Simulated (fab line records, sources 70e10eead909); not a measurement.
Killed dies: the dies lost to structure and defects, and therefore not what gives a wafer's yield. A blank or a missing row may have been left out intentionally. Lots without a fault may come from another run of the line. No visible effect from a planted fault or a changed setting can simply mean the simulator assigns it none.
The tool behind it: which one? || flow nand harc || 18 wafers from 6 lots sampled at 4 of the route's 1302 steps

== WHAT EACH GAUGE READ, for each wafer ==
NHARC_A_BLC_INSPECT_12.
{"lot": "L869", "measured": "day 23 08:12", "on": "defect inspect-02", "raw defect count": "159 158 166"}
{"lot": "L871", "measured": "day 23 16:08", "on": "defect inspect-01", "raw defect count": "75 63 67"}
{"lot": "L875", "measured": "day 25 19:55", "on": "defect inspect-01", "raw defect count": "28 36 35"}
{"lot": "L877", "measured": "day 26 23:06", "on": "defect inspect-02", "raw defect count": "144 149 140"}
{"lot": "L883", "measured": "day 28 23:47", "on": "defect inspect-01", "raw defect count": "140 169 140"}
{"lot": "L890", "measured": "day 31 02:25", "on": "defect inspect-02", "raw defect count": "118 112 119"}

== WHAT TOOL EACH LOT RAN ON (gives the tool, then ch and the chambers of the sampled wafers, and finally the start) ==
{"lot": "L869", "NHARC_A_CONTACT_ETCH_134": "har cap etch-02 ch 0, day 23 02:50", "NHARC_A_CONTACT_ETCH_98": "rie diel-08 ch 1,3, day 23 04:51", "NHARC_A_BLC_SOFTBAKE_05": "litho track-01 ch 0, day 23 07:00"}
{"lot": "L871", "NHARC_A_CONTACT_ETCH_134": "har cap etch-02 ch 0,1, day 23 10:15", "NHARC_A_CONTACT_ETCH_98": "rie diel-10 ch 2,3, day 23 15:00 or earlier", "NHARC_A_BLC_SOFTBAKE_05": "litho track-04 ch 0, day 23 15:00"}
{"lot": "L875", "NHARC_A_CONTACT_ETCH_134": "har cap etch-03 ch 0,1, day 25 14:56", "NHARC_A_CONTACT_ETCH_98": "rie diel-10 ch 1,2, day 25 19:00 or earlier", "NHARC_A_BLC_SOFTBAKE_05": "litho track-01 ch 0, day 25 19:00"}
{"lot": "L877", "NHARC_A_CONTACT_ETCH_134": "har cap etch-01 ch 0,1, day 26 17:53", "NHARC_A_CONTACT_ETCH_98": "rie diel-08 ch 1,2, day 26 22:00 or earlier", "NHARC_A_BLC_SOFTBAKE_05": "litho track-04 ch 0, day 26 22:00"}
{"lot": "L883", "NHARC_A_CONTACT_ETCH_134": "har cap etch-03 ch 0,1, day 28 18:07", "NHARC_A_CONTACT_ETCH_98": "rie diel-08 ch 0,3, day 28 23:00 or earlier", "NHARC_A_BLC_SOFTBAKE_05": "litho track-04 ch 0, day 28 23:00"}
{"lot": "L890", "NHARC_A_CONTACT_ETCH_134": "har cap etch-02 ch 0, day 30 21:20", "NHARC_A_CONTACT_ETCH_98": "rie diel-04 ch 0,2,3, day 31 01:00 or earlier", "NHARC_A_BLC_SOFTBAKE_05": "litho track-01 ch 0, day 31 01:00"}
- NHARC_A_CONTACT_ETCH_134: etches the open film in C4F8/O2/Ar, time 140 s, target depth 700 nm.
- NHARC_A_CONTACT_ETCH_98: etches the open film in C4F6/O2, target depth 20 nm, time 10 s.
- NHARC_A_BLC_SOFTBAKE_05: time 55 s.

== THE ANSWER, worked out from the rows above alone ==
Rule: the usual values come from the lots themselves. The widest of any qualifying gaps counts: lots, ordered by their means at a reading, are off when they make up no more than a third of the lots, leave a main group of 4 or more, and stand apart from it by 3 or more times the standard deviation of that group's means. The tables above print the reading to a certain number of digits; a main group whose means all agree to those digits is not used. A lot without any number at a reading at which 4 lots or more have one is off too. Where the step has rows for the other lots, those lots are counted as sound.
None of the lots is off at any reading shown; this tells nothing.

== WHAT WAS PUT IN BY THE SIMULATOR ==
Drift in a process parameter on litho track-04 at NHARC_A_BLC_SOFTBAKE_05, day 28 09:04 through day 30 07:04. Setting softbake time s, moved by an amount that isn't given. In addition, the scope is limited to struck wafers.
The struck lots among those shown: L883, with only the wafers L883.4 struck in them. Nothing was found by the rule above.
